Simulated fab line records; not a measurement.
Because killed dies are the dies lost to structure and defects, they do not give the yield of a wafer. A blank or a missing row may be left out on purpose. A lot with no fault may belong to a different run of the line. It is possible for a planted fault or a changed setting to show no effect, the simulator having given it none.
Chamber matching | flow nandHarc | NHARC_A_STAIRCASE_STRIP_476 on rieDiel-04 has 4 sister chambers
The step strips in O2, time 20 s. 4 wafers are shown with their chamber, then 8 later ones without.

## WAFERS, EACH WITH ITS CHAMBER
wafer  | chamber | showerheadPlenumPTorr (Torr)
L079.1 | 1       | 3.32
L079.5 | 3       | 3.28
L079.6 | 0       | 3.44
L093.1 | 2       | 3.77

## WAFERS WITH NO CHAMBER GIVEN
wafer  | showerheadPlenumPTorr (Torr)
L093.4 | 3.42
L093.6 | 3.30
L092.1 | 3.30
L092.2 | 3.42
L092.5 | 3.30
L095.1 | 3.42
L095.4 | 3.77
L095.5 | 3.29

## CHAMBER TAKEN BY EACH
wafer  | from the rows above     | in truth
L093.4 | 0                       | 0
L093.6 | can't be placed: 1 or 3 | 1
L092.1 | can't be placed: 1 or 3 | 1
L092.2 | 0                       | 0
L092.5 | can't be placed: 1 or 3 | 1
L095.1 | 0                       | 0
L095.4 | 2                       | 2
L095.5 | can't be placed: 3 or 1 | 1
4 of 8 placed correctly. Unplaceable from these rows: 4, with the true chamber sitting among the candidates in 4. Placed wrongly: 0.
How it was worked out, from the rows above alone: a wafer's distance from a chamber is the root of the sum, over the readings, of the square of ((its reading less the chamber's mean) divided by the reading's scatter). The wafer belongs to the nearest chamber; if the next one is less than 2 further off, it can't be placed. A chamber's mean is the mean of its shown wafers. The scatter: with one shown wafer a chamber, the root of the mean of the squares of how far each hidden wafer lies from its nearest shown one.
